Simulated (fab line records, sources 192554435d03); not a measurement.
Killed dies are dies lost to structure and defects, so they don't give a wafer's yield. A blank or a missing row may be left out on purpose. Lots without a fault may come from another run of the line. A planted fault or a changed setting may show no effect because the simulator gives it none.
Chamber matching | flow n5_finfet | N5_BEOL_M3_ALD_84 on ald_metal-01: 4 sister chambers
The step deposits TaN, pulse time 2 s, purge time 3 s, co reactant purge time 2 s. 20 wafers are shown with their chamber, then 10 later ones without.

WAFERS WITH THEIR CHAMBER
wafer  | chamber | heater_power_w (W)
L074.1 | 3       | 382
L074.3 | 0       | 451
L074.5 | 3       | 383
L076.2 | 3       | 383
L076.4 | 0       | 453
L076.6 | 0       | 428
L078.1 | 1       | 442
L078.4 | 0       | 435
L078.6 | 0       | 440
L082.1 | 0       | 451
L082.3 | 2       | 403
L082.5 | 3       | 378
L083.1 | 3       | 383
L083.2 | 0       | 443
L083.5 | 2       | 406
L086.1 | 0       | 438
L086.3 | 2       | 395
L086.5 | 3       | 376
L089.1 | 3       | 374
L089.2 | 1       | 447

SIGNATURES (means of the wafers above)
reading        | chamber 0 | chamber 1 | chamber 2 | chamber 3 | scatter within a chamber
heater_power_w | 442.38    | 444.50    | 401.33    | 379.86    | 6.67
Rule: a wafer's distance from a chamber is the root of the sum, over the readings, of the square of ((its reading less the chamber's mean) divided by the reading's scatter). The wafer belongs to the nearest chamber; if the next one is less than 2 further off, it can't be placed. The scatter: the root of (the sum of the squares of (reading less its chamber's mean) over the shown wafers, divided by (wafers less chambers)).

WAFERS WITHOUT THEIR CHAMBER
wafer  | heater_power_w (W)
L089.5 | 376
L091.1 | 447
L091.2 | 385
L091.6 | 411
L095.1 | 443
L095.3 | 391
L095.6 | 448
L097.1 | 374
L097.3 | 434
L097.6 | 437

WHICH CHAMBER EACH WENT THROUGH
wafer  | from the rows above     | in truth
L089.5 | 3                       | 3
L091.1 | can't be placed: 1 or 0 | 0
L091.2 | can't be placed: 3 or 2 | 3
L091.6 | 2                       | 2
L095.1 | can't be placed: 0 or 1 | 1
L095.3 | can't be placed: 2 or 3 | 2
L095.6 | can't be placed: 1 or 0 | 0
L097.1 | 3                       | 3
L097.3 | can't be placed: 0 or 1 | 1
L097.6 | can't be placed: 0 or 1 | 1
Placed correctly: 3 of 10. Can't be placed from these rows: 7 (the true chamber is among the candidates in 7). Placed wrongly: 0.
